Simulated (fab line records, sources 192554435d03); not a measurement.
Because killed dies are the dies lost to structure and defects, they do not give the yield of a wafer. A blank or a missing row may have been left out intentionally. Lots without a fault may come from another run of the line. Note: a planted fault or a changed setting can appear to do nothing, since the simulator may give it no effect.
Matching of chambers / flow n5 finfet / N5_BEOL_M9_ETCH_61 on rie diel-01 has 4 sister chambers
The step etches SiARC in CF4, target depth 39 nm, time 65 s. 16 wafers are shown with their chamber, then 8 later ones without.

## EACH WAFER AND ITS CHAMBER
wafer=L074.1; chamber=2; showerhead plenum p Torr (Torr)=2.09; throttle valve pct (%)=15.35; oes product au (a.u.)=0.76
wafer=L074.2; chamber=1; showerhead plenum p Torr (Torr)=2.11; throttle valve pct (%)=15.90; oes product au (a.u.)=0.58
wafer=L074.3; chamber=3; showerhead plenum p Torr (Torr)=2.21; throttle valve pct (%)=15.86; oes product au (a.u.)=0.60
wafer=L075.2; chamber=1; showerhead plenum p Torr (Torr)=2.11; throttle valve pct (%)=15.90; oes product au (a.u.)=0.59
wafer=L075.5; chamber=2; showerhead plenum p Torr (Torr)=2.09; throttle valve pct (%)=15.36; oes product au (a.u.)=0.77
wafer=L075.6; chamber=3; showerhead plenum p Torr (Torr)=2.21; throttle valve pct (%)=15.87; oes product au (a.u.)=0.61
wafer=L079.1; chamber=1; showerhead plenum p Torr (Torr)=2.11; throttle valve pct (%)=15.92; oes product au (a.u.)=0.60
wafer=L079.3; chamber=3; showerhead plenum p Torr (Torr)=2.21; throttle valve pct (%)=15.86; oes product au (a.u.)=0.61
wafer=L079.4; chamber=2; showerhead plenum p Torr (Torr)=2.08; throttle valve pct (%)=15.39; oes product au (a.u.)=0.76
wafer=L084.1; chamber=3; showerhead plenum p Torr (Torr)=2.21; throttle valve pct (%)=15.90; oes product au (a.u.)=0.60
wafer=L084.3; chamber=0; showerhead plenum p Torr (Torr)=2.03; throttle valve pct (%)=15.76; oes product au (a.u.)=0.59
wafer=L084.4; chamber=1; showerhead plenum p Torr (Torr)=2.11; throttle valve pct (%)=15.92; oes product au (a.u.)=0.59
wafer=L092.2; chamber=3; showerhead plenum p Torr (Torr)=2.20; throttle valve pct (%)=15.91; oes product au (a.u.)=0.59
wafer=L092.3; chamber=0; showerhead plenum p Torr (Torr)=2.02; throttle valve pct (%)=15.80; oes product au (a.u.)=0.58
wafer=L092.4; chamber=2; showerhead plenum p Torr (Torr)=2.08; throttle valve pct (%)=15.41; oes product au (a.u.)=0.74
wafer=L093.4; chamber=3; showerhead plenum p Torr (Torr)=2.20; throttle valve pct (%)=15.94; oes product au (a.u.)=0.59

SIGNATURES, as means of the wafers listed above
reading=showerhead plenum p Torr; chamber 0=2.0250; chamber 1=2.1100; chamber 2=2.0850; chamber 3=2.2067; scatter within a chamber=0.00486
reading=throttle valve pct; chamber 0=15.7800; chamber 1=15.9100; chamber 2=15.3775; chamber 3=15.8900; scatter within a chamber=0.0269
reading=oes product au; chamber 0=0.5850; chamber 1=0.5900; chamber 2=0.7575; chamber 3=0.6000; scatter within a chamber=0.00968
Rule: for a wafer and a chamber, the distance is found by dividing, reading by reading, the gap between the wafer's reading and the chamber's mean by the reading's scatter, squaring, summing and taking the root. The wafer belongs to the nearest chamber; if the next one is less than 2 further off, it can't be placed. The scatter is the square root of a quotient: the sum, over the shown wafers, of each reading's squared deviation from its chamber's mean, divided by wafers minus chambers.

## WAFERS WHOSE CHAMBER IS MISSING
wafer=L093.5; showerhead plenum p Torr (Torr)=2.08; throttle valve pct (%)=15.41; oes product au (a.u.)=0.74
wafer=L093.6; showerhead plenum p Torr (Torr)=2.10; throttle valve pct (%)=15.42; oes product au (a.u.)=0.83
wafer=L095.3; showerhead plenum p Torr (Torr)=2.07; throttle valve pct (%)=15.43; oes product au (a.u.)=0.72
wafer=L095.4; showerhead plenum p Torr (Torr)=2.20; throttle valve pct (%)=15.93; oes product au (a.u.)=0.59
wafer=L095.5; showerhead plenum p Torr (Torr)=2.07; throttle valve pct (%)=15.42; oes product au (a.u.)=0.73
wafer=L096.3; showerhead plenum p Torr (Torr)=2.10; throttle valve pct (%)=15.47; oes product au (a.u.)=0.79
wafer=L096.5; showerhead plenum p Torr (Torr)=2.07; throttle valve pct (%)=15.45; oes product au (a.u.)=0.72
wafer=L096.6; showerhead plenum p Torr (Torr)=2.20; throttle valve pct (%)=15.95; oes product au (a.u.)=0.59

## CHAMBER TAKEN BY EACH
wafer=L093.5; from the rows above=2; in truth=2
wafer=L093.6; from the rows above=2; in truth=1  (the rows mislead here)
wafer=L095.3; from the rows above=2; in truth=2
wafer=L095.4; from the rows above=3; in truth=3
wafer=L095.5; from the rows above=2; in truth=2
wafer=L096.3; from the rows above=2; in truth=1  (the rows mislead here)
wafer=L096.5; from the rows above=2; in truth=2
wafer=L096.6; from the rows above=3; in truth=3
6 of 8 placed correctly. Can't be placed from these rows: 0. Number placed wrongly: 2.
